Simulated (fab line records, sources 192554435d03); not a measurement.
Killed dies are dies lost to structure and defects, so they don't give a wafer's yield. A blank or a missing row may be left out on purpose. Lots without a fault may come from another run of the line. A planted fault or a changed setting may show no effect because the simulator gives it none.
Problem report in the 8D (eight disciplines) form, filled by code | flow n5_finfet | the parts of the form that need people (team, actions taken, sign-off) are left out

1. THE PROBLEM
thk_nm at N5_DUMMY_GATE_THK_MEAS_05 reads a mean of 2.0 nm on 9 wafers of 3 lots; wafers without a fault read 72.4 nm with a standard deviation of 1.2. That is -59 standard deviations from the usual mean.
First seen on wafer L289.1, day 3 19:25, on film_metro-01. The record holds 26 wafers of 9 lots with a number at this step. Rule for "out", or "out of limits": more than 4 standard deviations from the usual mean. The other wafers with a number count as sound.

2. WHAT IT IS AND WHAT IT IS NOT
question                    | is                           | is not
which readings at this step | thk_nm                       | -
which lots                  | L289, L290, L291             | L287, L297, L298, L306, L307, L308
which wafers of those lots  | all that have a number       | -
read on which gauges        | film_metro-01, film_metro-02 | -
when                        | from day 3 19:25             | up to then (3 sound wafers); but 14 sound wafers of L297, L298, L306, L307, L308 came after

3. SUSPECTS, AND WHAT RULES EACH OUT
Counting: a tool at a process step up to the reading stays a suspect if it ran every lot that is out and no sound lot after the first of them.
- the gauge at N5_DUMMY_GATE_THK_MEAS_05: ruled out. The wafers that are out were read on 2 gauges (film_metro-01, film_metro-02).
- rie_diel-02 at N5_FIN_CUT_STRIP_24 (strips in CF4): ruled out as a lasting fault. Sound lots L298, L306, L307, L308 ran on it after its first lot that is out, L289 (day 3 03:17).
- lpcvd-01 at N5_DUMMY_GATE_CVD_03 (deposits a-Si from SiH4, target thk 150 nm, time 8042 s): ruled out as a lasting fault. Sound lots L306, L307, L308 ran on it after its first lot that is out, L289 (day 3 13:31).
Left after counting: nothing in the record.

4. THE CAUSE (what the simulator had put in)
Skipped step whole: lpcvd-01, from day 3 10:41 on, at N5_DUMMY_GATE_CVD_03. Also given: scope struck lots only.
Counting ruled it out, wrongly: the rule takes a fault to strike every lot that its tool runs from its start on, and this one did not.

5. THE CHAIN OF EFFECTS, in route order
Each row: a reading whose mean over the struck wafers that have a number lies more than 3 standard deviations from the usual. Only readings for which the record gives a usual standard deviation are gone through. hours: the time from each lot's start at the first step in this table that gives one to its start at this step, as a median over the lots. sigmas: the change in usual standard deviations.
hours | step                      | reading              | usual   | on struck wafers | change | sigmas
0     | N5_DUMMY_GATE_THK_MEAS_05 | thk_nm               | 72.4 nm | 2.0              | -70.4  | -59
236   | N5_PASSIVATION_PROBE_49   | defect_limited_yield | 91.4 %  | 0.0              | -91.4  | -61
236   | N5_PASSIVATION_PROBE_49   | killed_at_front_end  | 37      | 1167             | +1130  | +99 or more
236   | N5_PASSIVATION_PROBE_49   | killed_dies          | 102     | 1180             | +1078  | +60
236   | N5_PASSIVATION_PROBE_49   | killed_on_rim        | 13      | 152              | +139   | +40
236   | N5_PASSIVATION_PROBE_49   | killed_open          | 66      | 14               | -52    | -4.0
236   | N5_PASSIVATION_PROBE_49   | killed_short         | 34      | 7                | -27    | -3.5
236   | N5_PASSIVATION_PROBE_49   | sort_bin_5_function  | 5.0 %   | 72.4             | +67.4  | +69
236   | N5_PASSIVATION_PROBE_49   | sort_n_pass          | 1078    | 0                | -1078  | -57
236   | N5_PASSIVATION_PROBE_49   | sort_yield_pct       | 91.3 %  | 0.0              | -91.3  | -57
The process steps in it:
- N5_PASSIVATION_PROBE_49
Readings that are blank on the struck wafers while sound wafers have them: spike_tc_bottom_C at N5_DUMMY_GATE_CVD_03; spike_tc_centre_C at N5_DUMMY_GATE_CVD_03; spike_tc_top_C at N5_DUMMY_GATE_CVD_03; susceptor_temp_C at N5_DUMMY_GATE_CVD_03; zone_power_lower_pct at N5_DUMMY_GATE_CVD_03; cd_nm at N5_DUMMY_GATE_CD_MEAS_24.
Later measuring or inspecting steps at which every struck wafer that the step has a row for has a number for every such reading, and none has moved that far: N5_DUMMY_GATE_OVL_MEAS_16.

6. WHAT WOULD HAVE CAUGHT IT SOONER
In this record the first reading out of limits at a measuring or inspecting step was taken at day 3 19:25, 9 hours after the fault began at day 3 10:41.
At N5_DUMMY_GATE_CVD_03 the tool's readings are blank on the struck wafers, where sound wafers have them: an empty tool record is the first sign, and it was there at once.
